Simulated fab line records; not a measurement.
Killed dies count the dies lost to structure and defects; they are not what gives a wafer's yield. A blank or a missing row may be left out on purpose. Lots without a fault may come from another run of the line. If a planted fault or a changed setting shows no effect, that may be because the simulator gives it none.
Matching of chambers / flow nand-harc / rie-diel-02 running NHARC_A_STAIRCASE_DESCUM_270: 4 sister chambers
The step chemistry O2, time 3 s. 8 wafers are shown with their chamber, then 6 later ones without.

## WAFERS PAIRED WITH THEIR CHAMBERS
wafer=L074.3; chamber=1; drypump-motor-current-A (A)=6.0; showerhead-plenum-p-Torr (Torr)=1.81
wafer=L074.4; chamber=2; drypump-motor-current-A (A)=4.8; showerhead-plenum-p-Torr (Torr)=1.87
wafer=L078.2; chamber=2; drypump-motor-current-A (A)=4.8; showerhead-plenum-p-Torr (Torr)=1.87
wafer=L080.4; chamber=0; drypump-motor-current-A (A)=5.5; showerhead-plenum-p-Torr (Torr)=1.77
wafer=L086.2; chamber=1; drypump-motor-current-A (A)=6.1; showerhead-plenum-p-Torr (Torr)=1.80
wafer=L086.5; chamber=3; drypump-motor-current-A (A)=6.0; showerhead-plenum-p-Torr (Torr)=1.81
wafer=L088.1; chamber=3; drypump-motor-current-A (A)=6.0; showerhead-plenum-p-Torr (Torr)=1.81
wafer=L088.4; chamber=0; drypump-motor-current-A (A)=5.5; showerhead-plenum-p-Torr (Torr)=1.76

## WAFERS WITH NO CHAMBER GIVEN
wafer=L090.1; drypump-motor-current-A (A)=6.0; showerhead-plenum-p-Torr (Torr)=1.79
wafer=L090.3; drypump-motor-current-A (A)=4.8; showerhead-plenum-p-Torr (Torr)=1.86
wafer=L090.4; drypump-motor-current-A (A)=5.6; showerhead-plenum-p-Torr (Torr)=1.76
wafer=L092.1; drypump-motor-current-A (A)=5.6; showerhead-plenum-p-Torr (Torr)=1.76
wafer=L092.2; drypump-motor-current-A (A)=4.8; showerhead-plenum-p-Torr (Torr)=1.86
wafer=L092.4; drypump-motor-current-A (A)=6.0; showerhead-plenum-p-Torr (Torr)=1.79

## CHAMBER TAKEN BY EACH
wafer=L090.1; from the rows above=can't be placed: 1 or 3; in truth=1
wafer=L090.3; from the rows above=2; in truth=2
wafer=L090.4; from the rows above=0; in truth=0
wafer=L092.1; from the rows above=0; in truth=0
wafer=L092.2; from the rows above=2; in truth=2
wafer=L092.4; from the rows above=can't be placed: 1 or 3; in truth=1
4 of 6 placed correctly. From these rows, 2 cannot be placed; in 2 the true chamber is one of the candidates. Wrongly placed: 0.
How it was worked out, from the rows above alone: a wafer's distance from a chamber is the root of the sum, over the readings, of the square of ((its reading less the chamber's mean) divided by the reading's scatter). The wafer belongs to the nearest chamber; if the next one is less than 2 further off, it can't be placed. Each chamber's mean is taken over the wafers shown for it. The scatter: the root of (the sum of the squares of (reading less its chamber's mean) over the shown wafers, divided by (wafers less chambers)).
